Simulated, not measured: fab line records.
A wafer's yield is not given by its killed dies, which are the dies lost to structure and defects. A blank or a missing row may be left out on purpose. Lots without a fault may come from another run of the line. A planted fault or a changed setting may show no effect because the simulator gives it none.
Matching of chambers :: flow nand harc :: NHARC_A_STAIRCASE_ETCH_169 on rie diel-07 has 4 sister chambers
The step etches the open film in CH3F/O2, target depth 50 nm, time 107.1 s. 14 wafers are shown with their chamber, then 7 later ones without.

## WAFERS PAIRED WITH THEIR CHAMBERS
wafer: L074.1
chamber: 2
showerhead plenum p Torr (Torr): 2.31
rf vpp V (V): 242.0
oes product au (a.u.): 0.917

wafer: L074.3
chamber: 2
showerhead plenum p Torr (Torr): 2.31
rf vpp V (V): 242.5
oes product au (a.u.): 0.931

wafer: L074.4
chamber: 0
showerhead plenum p Torr (Torr): 2.56
rf vpp V (V): 246.8
oes product au (a.u.): 0.923

wafer: L078.3
chamber: 2
showerhead plenum p Torr (Torr): 2.30
rf vpp V (V): 242.5
oes product au (a.u.): 0.978

wafer: L078.4
chamber: 1
showerhead plenum p Torr (Torr): 2.65
rf vpp V (V): 246.6
oes product au (a.u.): 0.992

wafer: L078.6
chamber: 0
showerhead plenum p Torr (Torr): 2.55
rf vpp V (V): 246.0
oes product au (a.u.): 0.966

wafer: L081.1
chamber: 2
showerhead plenum p Torr (Torr): 2.30
rf vpp V (V): 241.4
oes product au (a.u.): 0.953

wafer: L081.2
chamber: 3
showerhead plenum p Torr (Torr): 2.53
rf vpp V (V): 245.6
oes product au (a.u.): 0.955

wafer: L081.5
chamber: 3
showerhead plenum p Torr (Torr): 2.53
rf vpp V (V): 246.7
oes product au (a.u.): 0.947

wafer: L085.1
chamber: 0
showerhead plenum p Torr (Torr): 2.54
rf vpp V (V): 244.9
oes product au (a.u.): 0.961

wafer: L085.4
chamber: 2
showerhead plenum p Torr (Torr): 2.29
rf vpp V (V): 242.4
oes product au (a.u.): 0.973

wafer: L085.6
chamber: 1
showerhead plenum p Torr (Torr): 2.63
rf vpp V (V): 246.6
oes product au (a.u.): 0.987

wafer: L089.1
chamber: 1
showerhead plenum p Torr (Torr): 2.63
rf vpp V (V): 246.0
oes product au (a.u.): 0.982

wafer: L089.3
chamber: 2
showerhead plenum p Torr (Torr): 2.29
rf vpp V (V): 242.7
oes product au (a.u.): 0.974

SIGNATURES (means of the wafers above)
reading: showerhead plenum p Torr
chamber 0: 2.5500
chamber 1: 2.6367
chamber 2: 2.3000
chamber 3: 2.5300
scatter within a chamber: 0.00931

reading: rf vpp V
chamber 0: 245.900
chamber 1: 246.400
chamber 2: 242.250
chamber 3: 246.150
scatter within a chamber: 0.616

reading: oes product au
chamber 0: 0.95000
chamber 1: 0.98700
chamber 2: 0.95433
chamber 3: 0.95100
scatter within a chamber: 0.021
Rule: a wafer lies at a distance from a chamber equal to the root of the sum of squares, over the readings, of (its reading less the chamber's mean, divided by the reading's scatter). The wafer belongs to the nearest chamber; if the next one is less than 2 further off, it can't be placed. The scatter: take each reading less its chamber's mean, square it, sum over the shown wafers, divide by the number of wafers less the number of chambers, and take the root.

## WAFERS MISSING THEIR CHAMBER
wafer: L089.5
showerhead plenum p Torr (Torr): 2.54
rf vpp V (V): 246.4
oes product au (a.u.): 0.967

wafer: L093.1
showerhead plenum p Torr (Torr): 2.62
rf vpp V (V): 245.7
oes product au (a.u.): 0.975

wafer: L093.4
showerhead plenum p Torr (Torr): 2.28
rf vpp V (V): 243.0
oes product au (a.u.): 0.965

wafer: L093.5
showerhead plenum p Torr (Torr): 2.62
rf vpp V (V): 246.7
oes product au (a.u.): 0.978

wafer: L094.1
showerhead plenum p Torr (Torr): 2.62
rf vpp V (V): 247.1
oes product au (a.u.): 0.965

wafer: L094.2
showerhead plenum p Torr (Torr): 2.53
rf vpp V (V): 245.7
oes product au (a.u.): 0.944

wafer: L094.4
showerhead plenum p Torr (Torr): 2.53
rf vpp V (V): 246.9
oes product au (a.u.): 0.942

## EACH ONE'S CHAMBER
wafer: L089.5
from the rows above: can't be placed: 3 or 0
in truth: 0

wafer: L093.1
from the rows above: 1
in truth: 1

wafer: L093.4
from the rows above: 2
in truth: 2

wafer: L093.5
from the rows above: 1
in truth: 1

wafer: L094.1
from the rows above: 1
in truth: 1

wafer: L094.2
from the rows above: can't be placed: 3 or 0
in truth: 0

wafer: L094.4
from the rows above: can't be placed: 3 or 0
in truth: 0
Correctly placed: 4 of 7. Cannot be placed on the basis of these rows: 3; the candidates contain the true chamber in 3. Wrongly placed: 0.
